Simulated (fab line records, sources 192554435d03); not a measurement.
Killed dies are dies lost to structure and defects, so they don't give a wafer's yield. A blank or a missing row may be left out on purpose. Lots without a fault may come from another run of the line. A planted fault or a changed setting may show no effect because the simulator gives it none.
fab line records | flow n5_finfet
record lots=9 wafers=27 last_day=17
route steps=1938 shown GATE_CUT@465 BEOL_M4@1111 PASSIVATION@1936
lots that met no fault: from a run of the same line without faults
start_h: hours from the record's first day to the start of the lot's first wafer shown | wait_h: hours since the lot's step before | " the same as in the row above | L1.1+2: a row that stands for several wafers | - no value, or no start given | * or withheld: withheld | < > ~ a bound
route shown NAME@n: a module of which the file shows steps, and the number in the route of the first | usual: mean/standard deviation of fault-free wafers | same: alike in all rows | chamber/n: place in a boat | sites: the reading at each site | _std_site: their standard deviation | _edge_site: outer sites' mean less inner sites' | radius_mm: how far each site lies from the wafer's centre | mask NAME#n: copy n | behind: the tool/chamber that last shaped the wafer | hold: why the lot was held/for how many hours/how that ended | device: the transistor (n, p or np) that didn't switch | end of line: the same wafers' tests at the end of the route | a step without rows: its recipe alone | killed: dies lost to structure and defects at the first sort, not the wafer's yield | map: a wafer's dies, x killed, . not, _ none there
set.NAME: the setting as run; set.NAME@STEP: as run at that earlier step | model.NAME: the simulator's own value behind a step, which no gauge read
steps of the route over a sample of lots; a table a step, a row a wafer
services: from which hour (start_h, from the record's first day; less than 0 if before it) a tool's chamber was out of use, for how many hours, and why
## steps
# step N5_GATE_CUT_ETCHBACK_00
# recipe chemistry=SF6/Cl2 target=W pressure_mtorr=8 icp_w=900 bias_w=80 SF6_flow_sccm=40 Cl2_flow_sccm=60
# usual bias_w=80.00/0.22 drypump_motor_current_A=5.8/0.42 he_backside_leak_sccm=3.32/0.22 oes_product_au=0.79/0.083 throttle_valve_pct=27.61/0.18
# columns lot.wafer tool chamber start_h wait_h bias_w drypump_motor_current_A he_backside_leak_sccm oes_product_au rf_hours_counter_h throttle_valve_pct
L771.3 rie_metal-02 0 94.12 0.2 80.13 5.2 3.00 0.80 - 27.37
L771.4 " 0 " " 79.98 5.2 3.40 0.81 - 27.36
L771.5 " 0 " " 79.82 5.2 3.43 0.81 - 27.37
L777.1 rie_metal-02 1 130.09 0.0 79.85 5.8 3.54 0.94 3 27.44
L777.4 " 1 " " 80.11 5.8 3.33 0.94 - 27.42
L777.5 " 0 " " 79.84 5.2 3.53 0.79 - 27.37
L778.1 rie_metal-02 1 143.78 0.0 79.69 5.8 3.34 0.94 3 27.43
L778.4 " 0 " " 79.97 5.2 3.47 0.78 - 27.39
L778.6 " 0 " " 80.16 5.2 3.26 0.79 - 27.38
L779.1 rie_metal-02 1 146.51 0.0 79.86 5.7 3.45 0.92 4 27.43
L779.3 " 0 " " 79.73 5.2 3.06 0.78 - 27.38
L779.4 " 1 " " 80.07 5.7 3.43 0.93 - 27.43
L782.1 rie_metal-03 1 160.86 0.0 79.96 6.0 3.17 0.77 42 27.70
L782.3 " 1 " " 80.02 6.0 3.31 0.78 - 27.71
L782.6 " 0 " " 79.87 6.4 3.67 0.67 - 27.75
L786.2 rie_metal-01 0 182.97 0.0 79.52 5.4 3.39 0.73 54 27.88
L786.3 " 0 " " 79.63 5.4 3.24 0.73 - 27.86
L786.5 " 0 " " 79.93 5.4 3.33 0.73 - 27.87
L788.4 rie_metal-03 0 195.53 0.1 79.86 6.4 3.43 0.66 - 27.76
L788.5 " 1 " " 79.80 6.0 3.09 0.77 - 27.72
L788.6 " 0 " " 79.70 6.4 3.55 0.66 - 27.75
L791.3 rie_metal-02 0 212.60 0.1 79.90 5.2 3.47 0.77 - 27.38
L791.5 " 0 " " 79.88 5.2 3.42 0.77 - 27.38
L791.6 " 1 " " 80.01 5.8 3.55 0.88 - 27.45
L792.1 rie_metal-03 0 218.85 0.0 80.05 6.4 3.82 0.66 102 27.77
L792.3 " 1 " " 79.78 6.0 2.94 0.77 - 27.71
L792.5 " 1 " " 80.15 6.0 3.23 0.76 - 27.73
# step N5_GATE_CUT_CMP_02
# recipe stop_on=SiO2 t_overpolish_s=12.7 post_cmp_clean=alkaline_brush down_force_psi=2.5 platen_rpm=51.8 pad_velocity_m_s=1.0307 target_thk_nm=0
# usual head_pressure_psi=2.500/0.0053 motor_current_A=9.0/0.95 overpolish_run_s=12.700/0.0099 time_to_endpoint_s=25.6/2.2
# columns lot.wafer tool chamber start_h wait_h head_pressure_psi motor_current_A overpolish_run_s time_to_endpoint_s
L771.3 cmp-01 2 98.84 0.1 2.500 9.3 12.692 27.8
L771.4 " 3 " " 2.502 8.2 12.722 26.3
L771.5 " 0 " " 2.506 7.0 12.712 22.9
L777.4 cmp-02 0 133.79 0.0 2.497 9.7 12.708 24.8
L777.1 " 3 " " 2.502 8.0 12.702 23.4
L777.5 " 1 " " 2.505 9.2 12.705 25.9
L778.1 cmp-02 0 146.65 0.1 2.498 10.3 12.708 22.9
L778.4 " 1 " " 2.506 9.2 12.709 26.9
L778.6 " 1 " " 2.506 9.7 12.685 24.9
L779.3 cmp-02 3 149.39 0.1 2.499 7.7 12.699 24.9
L779.1 " 1 " " 2.497 9.4 12.703 23.6
L779.4 " 2 " " 2.500 9.5 12.694 21.9
L782.1 cmp-02 3 163.77 0.1 2.504 7.7 12.703 26.6
L782.3 " 1 " " 2.497 9.3 12.689 28.7
L782.6 " 2 " " 2.508 10.3 12.695 27.2
L786.3 cmp-02 0 187.47 0.1 2.509 9.1 12.702 22.7
L786.2 " 1 " " 2.500 9.0 12.708 25.6
L786.5 " 3 " " 2.495 7.7 12.706 21.5
L788.4 cmp-02 0 198.76 0.1 2.498 9.2 12.681 23.7
L788.5 " 3 " " 2.501 7.8 12.683 23.8
L788.6 " 0 " " 2.491 9.3 12.694 25.9
L791.3 cmp-02 1 216.03 0.1 2.502 9.2 12.701 27.2
L791.5 " 0 " " 2.499 10.0 12.681 23.6
L791.6 " 1 " " 2.500 9.1 12.702 29.6
L792.1 cmp-02 0 221.79 0.1 2.506 8.7 12.719 22.5
L792.3 " 1 " " 2.497 9.9 12.695 26.0
L792.5 " 3 " " 2.501 7.3 12.696 25.3
# step N5_GATE_CUT_HM_DEP_46
# recipe material=SiO2 target_thk_a=1300 temp_c=400 precursor=TEOS/O2 pressure_torr=6.5 rf_w=900 teos_flow_sccm=161.4 gas=O2 flow_sccm=2650 time_s=26.6
# usual heater_power_w=532/82 showerhead_plenum_p_Torr=8.34/0.044 showerhead_vpp_V=1868/110 throttle_valve_pct=18.4/0.97
# columns lot.wafer tool chamber start_h wait_h heater_power_w showerhead_plenum_p_Torr showerhead_vpp_V throttle_valve_pct
L771.3 pecvd-03 2 99.09 0.0 446 8.40 1865 17.7
L771.4 " 0 " " 523 8.38 1799 19.0
L771.5 " 1 " " 465 8.36 1837 19.2
L777.1 pecvd-01 2 134.12 0.0 488 8.33 1723 17.6
L777.4 " 2 " " 479 8.33 1739 17.7
L777.5 " 1 " " 583 8.29 1778 19.0
L778.1 pecvd-02 2 146.98 0.0 515 8.34 1799 16.5
L778.4 " 0 " " 678 8.38 1932 19.1
L778.6 " 2 " " 380 8.32 1761 16.1
L779.1 pecvd-02 0 149.72 0.0 670 8.35 1916 19.1
L779.3 " 2 " " 511 8.31 1776 16.4
L779.4 " 2 " " 499 8.33 1794 16.3
L782.1 pecvd-02 0 164.07 0.0 632 8.38 1967 19.4
L782.3 " 1 " " 575 8.38 2034 19.2
L782.6 " 2 " " 399 8.33 1796 16.1
L786.2 pecvd-02 1 187.73 0.0 656 8.35 1998 19.3
L786.3 " 0 " " 640 8.40 1948 19.2
L786.5 " 2 " " 437 8.33 1800 16.1
L788.4 pecvd-01 2 199.07 0.1 523 8.30 1725 17.8
L788.5 " 1 " " 576 8.29 1809 18.7
L788.6 " 0 " " 534 8.24 2033 18.8
L791.3 pecvd-01 2 216.32 0.0 462 8.32 1712 17.9
L791.5 " 0 " " 604 8.25 2046 18.9
L791.6 " 2 " " 454 8.32 1768 17.6
L792.1 pecvd-01 1 222.08 0.0 528 8.31 1792 18.5
L792.3 " 0 " " 557 8.26 2020 18.7
L792.5 " 0 " " 569 8.29 2061 18.8
# step N5_GATE_CUT_OVL_MEAS_14
# recipe points_per_wafer=522
# usual GATE_CUT_OVL=0.3/0.66
# columns lot.wafer tool chamber start_h wait_h GATE_CUT_OVL[nm]
L771.3 overlay-01 0 99.47 0.0 -0.4
L771.4 " 0 " " -0.3
L771.5 " 0 " " 0.0
L777.1 overlay-01 0 135.47 0.0 -0.8
L777.4 " 0 " " -0.2
L777.5 " 0 " " -0.5
L778.1 overlay-02 0 147.48 0.0 0.5
L778.4 " 0 " " 0.2
L778.6 " 0 " " 0.1
L779.1 overlay-02 0 150.21 0.0 0.3
L779.3 " 0 " " 1.3
L779.4 " 0 " " -0.1
L782.1 overlay-02 0 164.43 0.0 0.5
L782.3 " 0 " " 0.5
L782.6 " 0 " " 0.3
L786.2 overlay-02 0 188.23 0.0 -0.3
L786.3 " 0 " " 0.5
L786.5 " 0 " " 0.8
L788.4 overlay-02 0 199.56 0.0 0.0
L788.5 " 0 " " 0.5
L788.6 " 0 " " -0.2
L791.3 overlay-01 0 216.70 0.0 0.7
L791.5 " 0 " " 1.5
L791.6 " 0 " " -0.1
L792.1 overlay-01 0 222.45 0.0 0.0
L792.3 " 0 " " -0.1
L792.5 " 0 " " 0.5
# step N5_GATE_CUT_INSPECT_15
# recipe mode=adi inspect_instrument=brightfield
# usual raw_defect_count=135/40
# columns lot.wafer tool chamber start_h wait_h raw_defect_count
L771.3 defect_inspect-02 - 99.52 0.0 113
L771.4 " - " " 105
L771.5 " - " " 131
L777.1 defect_inspect-02 - 135.53 0.1 116
L777.4 " - " " 132
L777.5 " - " " 148
L778.1 defect_inspect-01 - 147.54 0.1 117
L778.4 " - " " 115
L778.6 " - " " 106
L779.1 defect_inspect-01 - 150.27 0.1 118
L779.3 " - " " 74
L779.4 " - " " 112
L782.1 defect_inspect-02 - 164.49 0.1 1269
L782.3 " - " " 1178
L782.6 " - " " 1168
L786.2 defect_inspect-01 - 188.28 0.0 1158
L786.3 " - " " 1137
L786.5 " - " " 1175
L788.4 defect_inspect-02 - 199.61 0.0 110
L788.5 " - " " 79
L788.6 " - " " 128
L791.3 defect_inspect-02 - 216.75 0.0 121
L791.5 " - " " 173
L791.6 " - " " 166
L792.1 defect_inspect-02 - 222.50 0.1 179
L792.3 " - " " 127
L792.5 " - " " 152
# step N5_BEOL_M4_RC_MEAS_101
# usual DIBL_N=36.0/1.7 DIBL_P=35.8/2 IOFF_N=0.15/0.03 IOFF_P=0.20/0.037 ION_N=670/12 ION_P=460/7.2 SS_N=71.5/0.68 SS_P=73.2/0.65 VT_N=250/3.1 VT_P=-251/3.4
# columns lot.wafer tool chamber start_h wait_h DIBL_N[mV/V] DIBL_P[mV/V] IOFF_N[nA/um] IOFF_P[nA/um] ION_N[uA/um] ION_P[uA/um] SS_N[mV/dec] SS_P[mV/dec] VT_N[mV] VT_P[mV]
L771.3 prober-01 0 180.80 0.3 34.3 33.3 0.12 0.16 668 456 71.9 72.0 251 -252
L771.4 " 0 " " 35.8 34.4 0.15 0.17 677 457 72.1 72.7 247 -253
L771.5 " 0 " " 36.6 34.3 0.15 0.16 646 440 72.3 72.8 252 -253
L777.1 prober-01 0 219.75 0.0 37.8 37.9 0.17 0.24 666 464 72.3 73.3 249 -248
L777.4 " 0 " " 40.1 41.5 0.24 0.30 692 474 72.6 74.2 244 -246
L777.5 " 0 " " 37.4 36.9 0.17 0.21 683 464 72.0 73.6 252 -249
L778.1 prober-02 0 231.14 0.0 36.1 34.8 0.18 0.23 668 458 71.5 73.4 247 -249
L778.4 " 0 " " 35.6 35.0 0.16 0.23 691 471 71.1 73.6 248 -247
L778.6 " 0 " " 36.9 34.9 0.18 0.23 671 458 72.4 73.5 250 -247
L779.1 prober-01 0 237.50 0.0 37.7 38.1 0.19 0.27 687 477 71.5 73.5 248 -244
L779.3 " 0 " " 36.0 35.1 0.15 0.21 656 455 71.8 72.4 249 -249
L779.4 " 0 " " 34.8 33.7 0.13 0.18 678 462 71.3 73.1 251 -249
L782.1 prober-01 0 255.01 0.0 36.2 35.7 0.14 0.19 658 453 71.2 72.7 252 -252
L782.3 " 0 " " 35.2 35.6 0.14 0.20 684 470 71.1 73.4 250 -250
L782.6 " 0 " " 35.0 34.7 0.12 0.18 655 460 70.1 72.7 254 -251
L786.2 prober-02 0 282.10 0.2 34.7 33.5 0.13 0.19 671 460 71.4 72.2 252 -249
L786.3 " 0 " " 36.5 35.0 0.15 0.22 647 448 72.0 72.6 251 -247
L786.5 " 0 " " 36.4 35.7 0.15 0.22 658 456 71.8 72.8 251 -247
L788.4 prober-01 0 290.17 0.5 35.0 35.2 0.14 0.21 677 466 70.9 73.5 249 -249
L788.5 " 0 " " 36.0 35.9 0.16 0.21 683 461 71.0 73.1 250 -250
L788.6 " 0 " " 36.9 37.6 0.17 0.24 690 470 71.8 73.5 250 -246
L791.3 prober-02 0 305.41 0.3 34.7 33.1 0.14 0.17 671 462 71.1 72.5 248 -253
L791.5 " 0 " " 35.7 35.3 0.15 0.20 684 465 70.8 73.3 247 -252
L791.6 " 0 " " 37.3 35.7 0.17 0.21 665 457 71.3 72.6 248 -250
L792.1 prober-02 0 317.11 0.0 36.1 37.4 0.16 0.21 685 467 71.8 73.0 251 -252
L792.3 " 0 " " 32.9 33.9 0.12 0.17 672 457 70.4 72.3 252 -252
L792.5 " 0 " " 36.1 37.3 0.16 0.20 681 460 71.1 73.9 249 -253
# step N5_PASSIVATION_PROBE_49
# usual defect_limited_yield=91.4/1.5 killed_at_M0_to_M3=32/9.8 killed_at_M4_up=15/5.6 killed_at_contacts=12/5.4 killed_at_front_end=40/13 killed_at_other=3.0/2.1 killed_dies=102/17 killed_open=67/13 killed_short=32/7.1 sort_bin_5_function=5.1/0.96 sort_bin_6_memory=3.2/0.7 sort_bin_8_speed=0.0/0.3 sort_n_pass=1078/18 sort_yield_pct=91.3/1.5
# same gross_dies=1180 killed_at_back_side=0 sort_bin_4_leakage[%]=0
# columns lot.wafer tool chamber start_h wait_h defect_limited_yield[%] killed_at_M0_to_M3 killed_at_M4_up killed_at_contacts killed_at_front_end killed_at_other killed_dies killed_open killed_short sort_bin_5_function[%] sort_bin_6_memory[%] sort_bin_8_speed[%] sort_n_pass sort_yield_pct[%]
L777.1 prober-02 - 322.25 0.0 93.2 23 8 7 38 4 80 56 23 4.2 2.4 0 1100 93.2
L777.4 prober-02 - 322.40 0.2 92.7 28 15 6 36 1 86 52 33 4.2 3.0 0 1094 92.7
L777.5 prober-02 - 322.45 0.2 93.6 26 10 9 25 6 76 42 32 4.7 1.4 0 1104 93.6
L779.1 prober-01 - 347.44 0.0 92.5 30 19 11 29 0 89 60 26 5.2 2.2 0 1091 92.5
L779.3 prober-01 - 347.54 0.1 89.3 58 17 20 28 3 126 72 49 6.4 3.5 0 1054 89.3
L779.4 prober-01 - 347.59 0.2 90.2 50 16 11 35 4 116 76 36 5.8 3.8 0 1064 90.2
L782.1 prober-02 - 359.80 0.0 81.5 32 14 11 160 1 218 65 27 9.7 4.4 0 962 81.5
L782.3 prober-02 - 359.90 0.1 81.0 28 13 5 176 2 224 51 25 12.1 3.1 0 956 81.0
L782.6 prober-02 - 360.05 0.3 84.1 18 15 5 148 2 188 66 22 9.6 3.1 0 992 84.1
L786.2 prober-02 - 393.88 0.1 82.2 20 8 3 176 3 210 40 28 10.8 3.5 0 970 82.2
L786.3 prober-02 - 393.93 0.1 83.1 22 11 17 149 0 199 53 19 9.3 4.0 0 981 83.1
L786.5 prober-02 - 394.03 0.2 84.7 35 10 16 118 1 180 45 33 8.7 3.5 0 1000 84.7
L788.4 prober-01 - 394.28 0.2 89.7 27 8 9 76 2 122 87 32 5.7 4.2 0 1058 89.7
L788.5 prober-01 - 394.33 0.2 91.3 27 6 11 52 7 103 68 34 5.4 3.1 0 1077 91.3
L788.6 prober-01 - 394.38 0.3 90.3 29 8 3 74 1 115 81 34 5.8 3.8 0 1065 90.3
L792.1 prober-02 - 418.77 0.0 89.8 44 10 7 54 5 120 78 40 5.8 3.9 0 1060 89.8
L792.3 prober-02 - 418.87 0.1 91.6 39 12 3 41 4 99 60 36 5.3 2.6 0 1081 91.6
L792.5 prober-02 - 418.97 0.2 90.7 45 20 5 35 5 110 77 30 5.8 3.1 0 1070 90.7
# killed by level:class
L777.1 STI_FIN_REVEAL:geometric_particle:open=13 BEOL_M0_SAQP:geometric_particle:short=6 BEOL_M1:geometric_particle:open=6 MOL_CONTACT_COAG:geometric_particle:open=5 BEOL_M0_SAQP:geometric_particle:open=5 GATE_CUT:geometric_particle:short=4 FIN_SAQP:geometric_particle:open=3 GATE_CUT:geometric_particle:open=3
L777.4 GATE_CUT:geometric_particle:short=9 GATE_CUT:geometric_particle:open=7 BEOL_M2:geometric_particle:open=7 BEOL_M0_SAQP:geometric_particle:open=6 BEOL_M0_SAQP:geometric_particle:short=5 BEOL_M4:geometric_particle:open=5 FIN_SAQP:geometric_particle:short=4 DUMMY_GATE:geometric_particle:open=4
L777.5 MOL_CONTACT_COAG:geometric_particle:open=6 BEOL_M0_SAQP:geometric_particle:open=5 STARTING-WAFER:geometric_particle:short=5 FIN_SAQP:geometric_particle:short=4 BEOL_M0_SAQP:geometric_particle:short=4 BEOL_M1:geometric_particle:open=4 BEOL_M1:geometric_particle:short=4 BEOL_M4:geometric_particle:open=4
L779.1 BEOL_M1:geometric_particle:open=9 MOL_CONTACT_COAG:geometric_particle:open=8 BEOL_M0_SAQP:geometric_particle:open=6 STARTING-WAFER:geometric_particle:short=6 DUMMY_GATE:geometric_particle:open=5 BEOL_M4:geometric_particle:open=5 BEOL_M6:geometric_particle:open=5 BEOL_M2:geometric_particle:open=4
L779.3 MOL_CONTACT_COAG:geometric_particle:open=16 BEOL_M0_SAQP:geometric_particle:short=13 BEOL_M3:geometric_particle:open=11 BEOL_M1:geometric_particle:short=8 BEOL_M1:geometric_particle:open=8 FIN_SAQP:geometric_particle:short=7 STI_FIN_REVEAL:geometric_particle:open=7 BEOL_M4:geometric_particle:open=7
L779.4 FIN_SAQP:geometric_particle:short=9 MOL_CONTACT_COAG:geometric_particle:open=9 BEOL_M1:geometric_particle:open=9 FIN_SAQP:geometric_particle:open=8 BEOL_M2:geometric_particle:open=8 BEOL_M3:geometric_particle:open=8 BEOL_M0_SAQP:geometric_particle:open=7 BEOL_M0_SAQP:geometric_particle:short=6
L782.1 GATE_CUT:unspecified=125 BEOL_M0_SAQP:geometric_particle:open=10 MOL_CONTACT_COAG:geometric_particle:open=9 STI_FIN_REVEAL:geometric_particle:open=7 GATE_CUT:geometric_particle:short=7 BEOL_M0_SAQP:geometric_particle:short=7 BEOL_M3:geometric_particle:open=6 FIN_SAQP:geometric_particle:short=5
L782.3 GATE_CUT:unspecified=147 FIN_SAQP:geometric_particle:open=10 BEOL_M3:geometric_particle:open=9 BEOL_M4:geometric_particle:open=7 BEOL_M2:geometric_particle:open=6 BEOL_M2:geometric_particle:short=6 STI_FIN_REVEAL:geometric_particle:open=4 GATE_CUT:geometric_particle:short=4
L782.6 GATE_CUT:unspecified=96 FIN_SAQP:geometric_particle:open=13 STI_FIN_REVEAL:geometric_particle:open=11 BEOL_M3:geometric_particle:open=6 BEOL_M4:geometric_particle:open=6 GATE_CUT:geometric_particle:open=5 GATE_CUT:geometric_particle:short=4 MOL_CONTACT_COAG:geometric_particle:open=4
L786.2 GATE_CUT:unspecified=142 FIN_SAQP:geometric_particle:short=6 BEOL_M2:geometric_particle:open=5 ILD0:geometric_particle:short=4 GATE_CUT:geometric_particle:short=4 BEOL_M2:geometric_particle:short=4 STI_FIN_REVEAL:geometric_particle:open=3 DUMMY_GATE:geometric_particle:open=3
L786.3 GATE_CUT:unspecified=126 MOL_CONTACT_COAG:geometric_particle:open=14 FIN_SAQP:geometric_particle:open=6 BEOL_M2:geometric_particle:open=6 STI_FIN_REVEAL:geometric_particle:open=5 BEOL_M0_SAQP:geometric_particle:open=5 BEOL_M0_SAQP:geometric_particle:short=4 BEOL_M4:geometric_particle:short=4
L786.5 GATE_CUT:unspecified=99 MOL_CONTACT_COAG:geometric_particle:open=9 BEOL_M2:geometric_particle:open=9 BEOL_M1:geometric_particle:open=7 MOL_CONTACT_COAG:geometric_particle:short=7 BEOL_M3:geometric_particle:open=5 BEOL_M0:geometric_particle:open=4 BEOL_M1:geometric_particle:short=4
L788.4 FIN_SAQP:geometric_particle:open=29 STI_FIN_REVEAL:geometric_particle:open=17 BEOL_M1:geometric_particle:open=9 GATE_CUT:geometric_particle:short=7 BEOL_M2:geometric_particle:open=5 MOL_CONTACT_COAG:geometric_particle:open=5 STI_FIN_REVEAL:geometric_particle:short=4 MOL_CONTACT_COAG:geometric_particle:short=4
L788.5 STI_FIN_REVEAL:geometric_particle:open=21 MOL_CONTACT_COAG:geometric_particle:open=10 FIN_SAQP:geometric_particle:open=9 STI_FIN_REVEAL:geometric_particle:short=9 BEOL_M0_SAQP:geometric_particle:short=5 BEOL_M1:geometric_particle:open=5 MIM_TOP:geometric_particle:open=5 FIN_SAQP:geometric_particle:short=4
L788.6 FIN_SAQP:geometric_particle:open=27 STI_FIN_REVEAL:geometric_particle:open=15 FIN_SAQP:geometric_particle:short=10 BEOL_M2:geometric_particle:open=10 GATE_CUT:geometric_particle:short=8 BEOL_M1:geometric_particle:open=8 STARTING-WAFER:geometric_particle:short=6 BEOL_M0:geometric_particle:open=4
L792.1 STI_FIN_REVEAL:geometric_particle:open=22 BEOL_M1:geometric_particle:open=12 BEOL_M2:geometric_particle:open=11 BEOL_M0_SAQP:geometric_particle:open=7 FIN_SAQP:geometric_particle:short=6 GATE_CUT:geometric_particle:short=5 MOL_CONTACT_COAG:geometric_particle:open=5 BEOL_M0_SAQP:geometric_particle:short=5
L792.3 STI_FIN_REVEAL:geometric_particle:open=12 BEOL_M0_SAQP:geometric_particle:open=11 GATE_CUT:geometric_particle:short=8 BEOL_M3:geometric_particle:open=8 BEOL_M1:geometric_particle:short=6 FIN_SAQP:geometric_particle:short=5 BEOL_M7:geometric_particle:open=5 DUMMY_GATE:geometric_particle:open=4
L792.5 STI_FIN_REVEAL:geometric_particle:open=14 BEOL_M1:geometric_particle:open=8 BEOL_M4:geometric_particle:open=8 BEOL_M3:geometric_particle:open=7 BEOL_M0_SAQP:geometric_particle:short=7 BEOL_M2:geometric_particle:open=7 FIN_SAQP:geometric_particle:open=6 BEOL_M0_SAQP:geometric_particle:open=6
## services
# columns tool chamber start_h hours kind
cmp-02 - 79.15 1.1 repair
rie_metal-02 1 81.32 - clean
rie_metal-02 1 81.32 18.7 scheduled_down
pecvd-02 1 86.10 4.6 repair
pecvd-02 - 89.90 6.0 pm
cmp-01 - 100.42 13.8 pm
cmp-02 - 113.09 4.0 pm
pecvd-01 - 114.37 0.5 repair
cmp-02 - 117.09 - consumable_replace:conditioner
cmp-02 - 117.09 - consumable_replace:pad
rie_metal-03 0 119.79 21.1 repair
cmp-01 - 121.61 1.0 repair
cmp-02 - 126.03 1.2 repair
cmp-01 - 147.65 1.7 repair
rie_metal-01 - 154.78 0.8 repair
cmp-01 - 180.66 6.0 pm
pecvd-03 - 181.69 5.5 pm
pecvd-02 - 191.46 0.7 repair
rie_metal-03 - 196.00 0.4 repair
rie_metal-02 - 203.10 2.8 pm
pecvd-02 - 206.66 0.6 repair
cmp-01 - 216.91 1.5 repair
pecvd-02 - 219.26 2.8 pm
cmp-02 - 219.64 0.7 repair
## key
first_sign step=N5_GATE_CUT_INSPECT_15 reading=raw_defect_count direction=up sigmas=26 usual=135 struck=1181
effect step=N5_PASSIVATION_PROBE_49 reading=killed_at_front_end direction=up sigmas=9.1 usual=40 struck=154
more_kills_born_at N5_GATE_CUT_HM_DEP_46@pecvd-02=734
met_at N5_GATE_CUT_HM_DEP_46
struck_lots L782,L786
not_acting_at N5_GATE_CUT_ETCHBACK_00,N5_GATE_CUT_CMP_02,N5_GATE_CUT_OVL_MEAS_14
onset_between 149.72 164.07
fault kind=chamber_particle_source tool=pecvd-02 chamber=- onset_h=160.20 steps=N5_GATE_CUT_HM_DEP_46 rate_per_visit_cm2=1.6158 end_h=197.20
